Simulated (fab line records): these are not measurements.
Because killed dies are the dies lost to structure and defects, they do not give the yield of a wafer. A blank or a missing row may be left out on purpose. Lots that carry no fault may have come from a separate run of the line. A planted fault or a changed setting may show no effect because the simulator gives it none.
A struck lot beside a sound one ; flow n5 finfet ; 19 out of 1938 route steps
Sound: these wafers, L860.1, L860.2, L860.6. The struck wafers were L865.1, L865.3, L865.5. The cause is given at the end.
Each step with rows lists, per side, the tool, then ch with its chambers, then its first start. Under that, the readings that differ: sound wafers ; struck wafers ; difference of the means ; sigmas: that difference in standard deviations of wafers without a fault.
alike: a reading whose means differ by less than 2 such deviations, as well as words and numbers matching on both sides. not compared: withheld readings; readings where some wafer has no value; bounds like >300 that might hide an equal value; numbers whose values overlap and for which the record gives no deviation.
Wherever a step has rows on one side only, a row that says differs or no value, or a row with sigmas, the two part there. When numbers do not overlap yet have no deviation, they are printed without sigmas and do not part them. Lack of a reading on every wafer of one side parts them only where that side has two or more wafers.

N5_BEOL_M10_RS_MEAS_57: a four-point-probe measurement.
  sound: film metro-02 at day 12 07:58; struck: film metro-02 at day 13 19:43
  alike: M10_RS
N5_BEOL_M10_INSPECT_58: inspects for defects (darkfield).
  sound: defect inspect-01 at day 12 08:00; struck: defect inspect-02 at day 13 19:44
  alike: raw defect count
N5_BEOL_M11_ILD_DEP_00: deposits SiCOH lowk from DEMS/porogen, target thk 308.51 nm, time 58 s.
  sound on pecvd-01 ch 0,2, day 12 08:02; struck on pecvd-02 ch 0,2, day 13 19:47
  alike: heater power w, showerhead plenum p Torr, susceptor temp C, throttle valve pct
  not compared: since wet clean h
N5_BEOL_M11_CURE_71: cures SiCOH lowk, time 240 s.
  sound on uv cure-01 ch 1, day 12 08:18; struck on uv cure-03 ch 1, day 13 19:52
  alike: lamp power pct, wafer_temp_C_max
N5_BEOL_M11_THK_MEAS_01:
  sound: film metro-02 at day 12 08:49; struck: film metro-02 at day 13 20:51
  alike: M11_ILD_THK
N5_BEOL_M11_PECVD_70: deposits SiO2 from TEOS/O2, target thk 20 nm, time 22.7 s.
  sound on pecvd-01 ch 0,1,2, day 12 08:51; struck on pecvd-02 ch 1,2, day 13 20:53
  alike: heater power w, showerhead plenum p Torr, susceptor temp C, throttle valve pct
  not compared: since wet clean h
N5_BEOL_M11_HM_DEP_02: deposits TiN, target thk 20 nm.
  sound: pvd sputter-02 at day 12 10:01; struck: pvd sputter-01 at day 13 22:05
  alike: susceptor temp C, throttle valve pct
then, 5 steps without rows for these wafers: N5_BEOL_M11_COAT_59 (time 60 s, resist thk 100 nm); N5_BEOL_M11_COAT_60 (time 60 s, resist thk 30 nm); N5_BEOL_M11_COAT_05 (resist thk 90 nm); N5_BEOL_M11_EBR_07; N5_BEOL_M11_SOFTBAKE_06 (time 60 s).
N5_BEOL_M11_EXPOSE_08: exposes mask M11.
  sound on arfi scanner-03 ch 0, day 12 10:23; struck on arfi scanner-02 ch 0, day 13 22:19
reading;sound;struck;difference;sigmas
model.BEOL_M11.overlay x nm (nm);-0.2 -0.2 -0.2;5.4 5.4 5.4;+5.6;
  alike: mask, focus offset nm, reticle temp C
then, 2 steps without rows for these wafers: N5_BEOL_M11_PEB_09 (peb time 60 s); N5_BEOL_M11_DEVELOP_10 (develop time 30 s).
N5_BEOL_M11_CD_MEAS_11 targets a cd of 64.1 nm.
  sound on cd sem-03 ch 0, day 12 10:31; struck on cd sem-01 ch 0, day 13 22:27
  alike: cd nm
N5_BEOL_M11_OVL_MEAS_12:
  sound on overlay-01 ch 0, day 12 10:33; struck on overlay-02 ch 0, day 13 22:29
reading;sound;struck;difference;sigmas
M11_OVL (nm);-0.8 -0.9 0.0;5.5 6.7 7.2;+7.0;+7
N5_BEOL_M11_INSPECT_13: inspects for defects (brightfield).
  sound: defect inspect-01 at day 12 10:34; struck: defect inspect-02 at day 13 22:31
  alike: raw defect count
following that, these wafers have no rows for 1 step: N5_PASSIVATION_PROBE_49.

== WHERE THEY PART ==
Only at N5_BEOL_M11_OVL_MEAS_12, as far as this record shows. Later steps at which nothing parts them and some readings are alike: N5_BEOL_M11_INSPECT_13.

WHY: what had been put in by the simulator
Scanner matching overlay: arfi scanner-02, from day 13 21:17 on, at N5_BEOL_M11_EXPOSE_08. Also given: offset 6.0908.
